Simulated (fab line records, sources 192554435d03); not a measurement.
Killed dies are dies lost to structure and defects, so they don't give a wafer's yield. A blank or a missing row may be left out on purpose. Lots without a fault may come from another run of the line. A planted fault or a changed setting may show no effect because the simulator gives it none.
Chamber matching | flow n5_finfet | N5_MIM_BOT_LITHO_DESCUM_10 on rie_diel-04: 4 sister chambers
The step chemistry O2, time 7.9 s. 4 wafers are shown with their chamber, then 7 later ones without.

WAFERS WITH THEIR CHAMBER
wafer  | chamber | showerhead_plenum_p_Torr (Torr)
L244.5 | 3       | 1.99
L245.1 | 0       | 2.16
L253.1 | 2       | 2.02
L253.2 | 1       | 2.14

WAFERS WITHOUT THEIR CHAMBER
wafer  | showerhead_plenum_p_Torr (Torr)
L253.6 | 1.99
L256.1 | 2.14
L256.2 | 2.15
L256.3 | 2.02
L255.1 | 2.14
L255.4 | 1.99
L255.6 | 2.15

WHICH CHAMBER EACH WENT THROUGH
wafer  | from the rows above     | in truth
L253.6 | 3                       | 3
L256.1 | 1                       | 1
L256.2 | can't be placed: 1 or 0 | 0
L256.3 | 2                       | 2
L255.1 | 1                       | 1
L255.4 | 3                       | 3
L255.6 | can't be placed: 1 or 0 | 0
Placed correctly: 5 of 7. Can't be placed from these rows: 2 (the true chamber is among the candidates in 2). Placed wrongly: 0.
How it was worked out, from the rows above alone: a wafer's distance from a chamber is the root of the sum, over the readings, of the square of ((its reading less the chamber's mean) divided by the reading's scatter). The wafer belongs to the nearest chamber; if the next one is less than 2 further off, it can't be placed. A chamber's mean is the mean of its shown wafers. The scatter: with one shown wafer a chamber, the root of the mean of the squares of how far each hidden wafer lies from its nearest shown one.
